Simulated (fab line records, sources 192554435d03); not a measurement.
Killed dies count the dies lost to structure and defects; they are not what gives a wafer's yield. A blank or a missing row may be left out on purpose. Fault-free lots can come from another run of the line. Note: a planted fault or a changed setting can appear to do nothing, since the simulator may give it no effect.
Matching of chambers ; flow n5_finfet ; N5_BEOL_M9_CURE_72 on uv_cure-03 has 3 sister chambers
The step cures SiCOH lowk, time 120 s. 20 wafers are shown with their chamber, then 10 later ones without.

EACH WAFER AND ITS CHAMBER
wafer;chamber;wafer_temp_C_max;lamp_power_pct (%)
L077.1;1;372.0;52.27
L077.3;1;372.3;52.42
L077.6;1;372.6;52.40
L079.3;0;371.7;52.33
L079.4;0;371.8;52.41
L079.6;0;371.2;52.39
L081.2;0;371.0;52.25
L081.3;0;371.0;52.35
L081.5;0;371.6;52.32
L074.1;0;371.7;52.28
L074.5;0;370.7;52.34
L074.6;0;371.1;52.29
L085.2;1;371.9;52.27
L085.3;1;372.0;52.32
L085.6;1;371.9;52.32
L091.3;2;371.6;52.31
L091.5;2;371.7;52.27
L091.6;2;370.9;52.32
L092.3;0;371.3;52.31
L092.4;0;371.0;52.19

SIGNATURES, as means of the wafers listed above
reading;chamber 0;chamber 1;chamber 2;scatter within a chamber
wafer_temp_C_max;371.282;372.117;371.400;0.352
lamp_power_pct;52.3145;52.3333;52.3000;0.0595
Rule: a wafer's distance from a chamber is the root of the sum, over the readings, of the square of ((its reading less the chamber's mean) divided by the reading's scatter). The wafer belongs to the nearest chamber; if the next one is less than 2 further off, it can't be placed. How the scatter is found: for the shown wafers, subtract from each reading the mean of its chamber, square and add these, divide the total by (wafers less chambers), then take the root.

WAFERS MISSING THEIR CHAMBER
wafer;wafer_temp_C_max;lamp_power_pct (%)
L092.6;371.4;52.34
L094.1;372.0;52.26
L094.2;371.2;52.28
L094.5;371.8;52.30
L097.1;372.4;52.35
L097.3;372.2;52.32
L097.6;372.3;52.27
L097.2;372.2;52.26
L097.4;371.5;52.29
L097.5;373.0;52.28

EACH ONE'S CHAMBER
wafer;from the rows above;in truth
L092.6;can't be placed: 0 or 2 or 1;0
L094.1;can't be placed: 1 or 2 or 0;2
L094.2;can't be placed: 0 or 2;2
L094.5;can't be placed: 1 or 2 or 0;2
L097.1;1;1
L097.3;can't be placed: 1 or 2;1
L097.6;can't be placed: 1 or 2 or 0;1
L097.2;can't be placed: 1 or 2 or 0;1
L097.4;can't be placed: 2 or 0 or 1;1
L097.5;can't be placed: 1 or 2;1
Correctly placed: 1 of 10. Can't be placed from these rows: 9 (the true chamber is among the candidates in 9). Wrongly placed: 0.
